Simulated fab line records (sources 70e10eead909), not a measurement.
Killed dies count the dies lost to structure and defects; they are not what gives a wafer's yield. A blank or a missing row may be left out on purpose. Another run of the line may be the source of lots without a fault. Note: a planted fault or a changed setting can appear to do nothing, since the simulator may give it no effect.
A struck lot beside a sound one | flow nand_harc | 43 steps out of a route of 1302
Sound: wafers L782.1, L782.2, L782.5. Wafers struck: L793.3, L793.5, L793.6. The cause comes at the end.
For every step that has rows: the tool of each side, followed by ch and its chambers, followed by its first start. Under that, the readings that differ: sound wafers | struck wafers | difference of the means | sigmas: that difference in standard deviations of wafers without a fault.
alike: a reading whose means differ by less than 2 such deviations, as well as words and numbers matching on both sides. not compared: withheld readings; readings where some wafer has no value; bounds like >300 that might hide an equal value; numbers whose values overlap and for which the record gives no deviation.
Wherever a step has rows on one side only, a row that says differs or no value, or a row with sigmas, the two part there. When numbers do not overlap yet have no deviation, they are printed without sigmas and do not part them. A reading that every wafer of one side lacks parts them only if that side has two wafers or more.

NHARC_P_STI_OCD_MEAS_17:
  sound on ocd-02, day 3 08:56; struck on ocd-02, day 7 21:06
  alike: trench_depth_nm, trench_foot_cd_nm
then, 3 steps without rows for these wafers: NHARC_P_STI_STRIP_19 (strips in SPM, time 900 s); NHARC_P_STI_PRECLEAN_32 (cleans in SC1); NHARC_P_STI_SRD_23.
NHARC_P_STI_OCD_MEAS_43:
  sound on ocd-02, day 3 09:26; struck on ocd-01, day 7 21:37
  alike: trench_depth_nm, trench_foot_cd_nm
then, 3 steps without rows for these wafers: NHARC_P_STI_OXIDE_33 (material SiO2, target thk 10 nm, ox time 281 s); NHARC_P_STI_HDPCVD_20 (deposits SiO2); NHARC_P_STI_ANNEAL_34 (time 1800 s).
NHARC_P_STI_CMP_21: polishes, t overpolish 20 s, target thk 380.67 nm.
  sound on cmp-04 ch 2,3, day 4 02:06; struck on cmp-02 ch 0,1, day 8 15:50
  alike: motor_current_A, overpolish_run_s
  not compared: pad_life_wafers
then, 2 steps without rows for these wafers: NHARC_P_STI_SRD_35; NHARC_P_STI_ETCH_36 (etches SiO2 in dHF, target depth 38.8 nm).
NHARC_P_STI_STRIP_24: strips Si3N4 in H3PO4.
  sound on wet_bench-09 ch 1,2,3, day 4 02:26; struck on wet_bench-06 ch 0,1,4, day 8 16:11
  alike: bath_guard_temp_C, temp_c
then, 4 steps without rows for these wafers: NHARC_P_STI_ETCH_37 (etches SiO2 in dHF, target depth 11 nm); NHARC_P_STI_PRECLEAN_38 (cleans in SC1); NHARC_P_STI_SRD_39; NHARC_P_STI_OXIDE_40 (material SiO2, target thk 10 nm, ox time 1362 s).
NHARC_P_STI_INSPECT_25:
  sound on defect_inspect-01, day 4 09:53; struck on defect_inspect-02, day 9 00:15
  reading          | sound       | struck         | difference | sigmas
  raw_defect_count | 183 154 138 | 1087 1143 1041 | +932       | +9
then, 12 steps without rows for these wafers: NHARC_P_GATE_ETCH_69 (etches SiO2 in dHF, target depth 14 nm); NHARC_P_GATE_PRECLEAN_70 (cleans in SC1); NHARC_P_GATE_SRD_01; NHARC_P_GATE_OXIDE_02 (material SiO2, target thk 37.5 nm, ox time 365 s); NHARC_P_GATE_DEHYDRATE_03 (time 120 s); NHARC_P_GATE_HMDS_04 (time 30 s); NHARC_P_GATE_COAT_05; NHARC_P_GATE_SOFTBAKE_06 (time 95 s); NHARC_P_GATE_EBR_07; NHARC_P_GATE_EXPOSE_08 (exposes mask P HV); NHARC_P_GATE_PEB_09 (peb time 85 s); NHARC_P_GATE_DEVELOP_10 (time 70 s).
NHARC_P_GATE_CD_MEAS_11: target cd 1640 nm.
  sound on cd_sem-03 ch 0, day 4 18:40; struck on cd_sem-03 ch 0, day 9 08:46
  alike: cd_nm
then, 1 step without rows for these wafers: NHARC_P_GATE_HARDBAKE_12 (time 80 s).
NHARC_P_GATE_DESCUM_13: chemistry O2, time 3 s.
  sound on rie_diel-02 ch 0,3, day 4 18:51; struck on rie_diel-02 ch 0,2,3, day 9 08:57
  alike: drypump_motor_current_A, oes_product_au, rf_vpp_V, showerhead_plenum_p_Torr, throttle_valve_pct
  not compared: rf_hours_counter_h
then, 6 steps without rows for these wafers: NHARC_P_GATE_ETCH_14 (etches SiO2 in dHF, target depth 48.8 nm); NHARC_P_GATE_STRIP_15 (strips in SPM, time 780 s); NHARC_P_GATE_PRECLEAN_71 (cleans in SC1); NHARC_P_GATE_SRD_72; NHARC_P_GATE_OXIDE_16 (material SiO2, target thk 3 nm, ox time 392 s); NHARC_P_GATE_CVD_17 (deposits poly-Si, target thk 150 nm, time 900 s).
NHARC_P_GATE_HM_DEP_102: deposits aC, target thk 120 nm.
  sound on acl_dep-03 ch 0, day 5 07:25; struck on acl_dep-01 ch 0, day 9 21:25
  alike: throttle_valve_pct
NHARC_P_GATE_DEP_103: deposits SiON, target thk 30 nm.
  sound on pecvd-02 ch 0,1, day 5 08:04; struck on pecvd-02 ch 1,2, day 9 21:52
  alike: heater_power_w
then, 1 step without rows for these wafers: NHARC_P_GATE_DEHYDRATE_18 (time 120 s).
NHARC_P_GATE_INSPECT_28:
  sound on defect_inspect-01, day 5 08:44; struck on defect_inspect-02, day 9 22:41
  reading          | sound | struck      | difference | sigmas
  raw_defect_count | 4 5 9 | 817 861 835 | +832       | +99 or more
-- record jumps: 20 days between struck wafers' starts before vs after; left off in module P_GATE, resumes in module END, first step shown is number 1302 of the route --
NHARC_END_SORT_01:
  at this point the record logs the struck wafers (prober-02 ch 0, day 29 17:02) and has no rows for the sound ones

== WHERE THEY PART ==
First at NHARC_P_STI_INSPECT_25; last, within this record, at NHARC_END_SORT_01.

WHY: what had been put in by the simulator
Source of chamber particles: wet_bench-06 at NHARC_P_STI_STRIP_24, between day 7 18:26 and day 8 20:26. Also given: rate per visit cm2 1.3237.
